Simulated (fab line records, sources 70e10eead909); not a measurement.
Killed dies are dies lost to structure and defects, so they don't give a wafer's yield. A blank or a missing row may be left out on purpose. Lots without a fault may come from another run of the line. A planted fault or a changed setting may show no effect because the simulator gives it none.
Problem report in the 8D (eight disciplines) form, filled by code | flow nand_harc | the parts of the form that need people (team, actions taken, sign-off) are left out

1. THE PROBLEM
oes_product_au at NHARC_A_BONDPAD_ETCH_24 reads a mean of 0.864 a.u. on 2 wafers of 2 lots; wafers without a fault read 0.992 a.u. with a standard deviation of 0.014. That is -9.1 standard deviations from the usual mean.
The step: etches the open film in CF4/N2, target depth 30 nm, time 72.99 s.
First seen on wafer L395.4, day 28 11:31, on rie_diel-11. The record holds 18 wafers of 6 lots with a number at this step. Rule for "out", or "out of limits": more than 4 standard deviations from the usual mean. The other wafers with a number count as sound.

2. WHAT IT IS AND WHAT IT IS NOT
question                    | is                | is not
which readings at this step | oes_product_au    | drypump_motor_current_A, mfc_ar_sccm, rf_vpp_V, showerhead_plenum_p_Torr, throttle_valve_pct
which lots                  | L395, L397        | L385, L386, L406, L407
which wafers of those lots  | L395.4, L397.2    | L395.1, L395.2, L397.3, L397.4
read on which tools         | rie_diel-11       | rie_diel-06
when                        | from day 28 11:31 | up to then (8 sound wafers); but 8 sound wafers of L397, L406, L407 came after

3. SUSPECTS, AND WHAT RULES EACH OUT
Counting: a tool at a process step up to the reading stays a suspect if it ran every lot that is out. Sound lots after the first of them don't rule it out here, since some wafers of a struck lot are sound.
- rie_diel-11 at NHARC_A_BONDPAD_STRIP_15 (strips in O2): kept. It ran every lot that is out, first L395 (day 28 11:22); its last sound lot up to then is L386 (day 23 08:37).
- rie_diel-11 at NHARC_A_BONDPAD_ETCH_24 (etches the open film in CF4/N2, target depth 30 nm, time 72.99 s): kept. It ran every lot that is out, first L395 (day 28 11:31); its last sound lot up to then is L386 (day 23 08:46). Its own readings are out on those wafers: oes_product_au.
- Within rie_diel-11 at NHARC_A_BONDPAD_ETCH_24: the wafers that are out ran in chamber 0; their sound lot-mates ran in chambers 1, 2, 3.
Left after counting: rie_diel-11 at NHARC_A_BONDPAD_STRIP_15, rie_diel-11 at NHARC_A_BONDPAD_ETCH_24.

4. THE CAUSE (what the simulator had put in)
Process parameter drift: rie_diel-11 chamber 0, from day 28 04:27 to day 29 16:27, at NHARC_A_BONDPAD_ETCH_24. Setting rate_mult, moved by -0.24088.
Counting left 2 suspects, and this tool is among them.

5. THE CHAIN OF EFFECTS, in route order
Each row: a reading whose mean over the struck wafers that have a number lies more than 3 standard deviations from the usual. Only readings for which the record gives a usual standard deviation are gone through. hours: the time from each lot's start at the first step in this table that gives one to its start at this step, as a median over the lots. sigmas: the change in usual standard deviations.
hours | step                    | reading        | usual      | on struck wafers | change | sigmas
0     | NHARC_A_BONDPAD_ETCH_24 | oes_product_au | 0.992 a.u. | 0.864            | -0.128 | -9.1
The process steps in it:
- NHARC_A_BONDPAD_ETCH_24: etches the open film in CF4/N2, target depth 30 nm, time 72.99 s.

6. WHAT WOULD HAVE CAUGHT IT SOONER
In this record the first reading out of limits was taken at day 28 11:31, 7 hours after the fault began at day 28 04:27.
